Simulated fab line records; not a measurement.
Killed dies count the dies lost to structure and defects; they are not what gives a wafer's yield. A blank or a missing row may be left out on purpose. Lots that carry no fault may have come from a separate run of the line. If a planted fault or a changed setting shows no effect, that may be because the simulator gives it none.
Chamber matching :: flow nand harc :: rie diel-07 running NHARC_P_BONDPAD_DESCUM_11: 4 sister chambers
The step chemistry O2, time 3 s. 4 wafers are shown with their chamber, then 12 later ones without.

== WAFERS, EACH WITH ITS CHAMBER ==
wafer: L085.4
chamber: 0
showerhead plenum p Torr (Torr): 1.87

wafer: L087.3
chamber: 3
showerhead plenum p Torr (Torr): 1.87

wafer: L087.4
chamber: 1
showerhead plenum p Torr (Torr): 1.78

wafer: L087.5
chamber: 2
showerhead plenum p Torr (Torr): 1.85

== WAFERS WITHOUT THEIR CHAMBER ==
wafer: L093.1
showerhead plenum p Torr (Torr): 1.78

wafer: L093.3
showerhead plenum p Torr (Torr): 1.85

wafer: L093.5
showerhead plenum p Torr (Torr): 1.87

wafer: L095.1
showerhead plenum p Torr (Torr): 1.87

wafer: L095.2
showerhead plenum p Torr (Torr): 1.78

wafer: L095.5
showerhead plenum p Torr (Torr): 1.87

wafer: L096.1
showerhead plenum p Torr (Torr): 1.86

wafer: L096.2
showerhead plenum p Torr (Torr): 1.78

wafer: L096.3
showerhead plenum p Torr (Torr): 1.85

wafer: L097.2
showerhead plenum p Torr (Torr): 1.85

wafer: L097.3
showerhead plenum p Torr (Torr): 1.87

wafer: L097.6
showerhead plenum p Torr (Torr): 1.85

== THE CHAMBER EACH PASSED THROUGH ==
wafer: L093.1
from the rows above: 1
in truth: 1

wafer: L093.3
from the rows above: 2
in truth: 2

wafer: L093.5
from the rows above: can't be placed: 0 or 3
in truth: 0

wafer: L095.1
from the rows above: can't be placed: 0 or 3
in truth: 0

wafer: L095.2
from the rows above: 1
in truth: 1

wafer: L095.5
from the rows above: can't be placed: 0 or 3
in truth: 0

wafer: L096.1
from the rows above: can't be placed: 0 or 2 or 3
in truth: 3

wafer: L096.2
from the rows above: 1
in truth: 1

wafer: L096.3
from the rows above: 2
in truth: 2

wafer: L097.2
from the rows above: 2
in truth: 2

wafer: L097.3
from the rows above: can't be placed: 0 or 3
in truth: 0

wafer: L097.6
from the rows above: 2
in truth: 2
7 of 12 placed correctly. From these rows, 5 cannot be placed; in 5 the true chamber is one of the candidates. Placed wrongly: 0.
How it was worked out, from the rows above alone: a wafer's distance from a chamber is the root of the sum, over the readings, of the square of ((its reading less the chamber's mean) divided by the reading's scatter). The wafer belongs to the nearest chamber; if the next one is less than 2 further off, it can't be placed. Each chamber's mean is taken over the wafers shown for it. The scatter (one wafer shown for each chamber): square how far every hidden wafer sits from the nearest shown wafer, average those squares and take the square root.
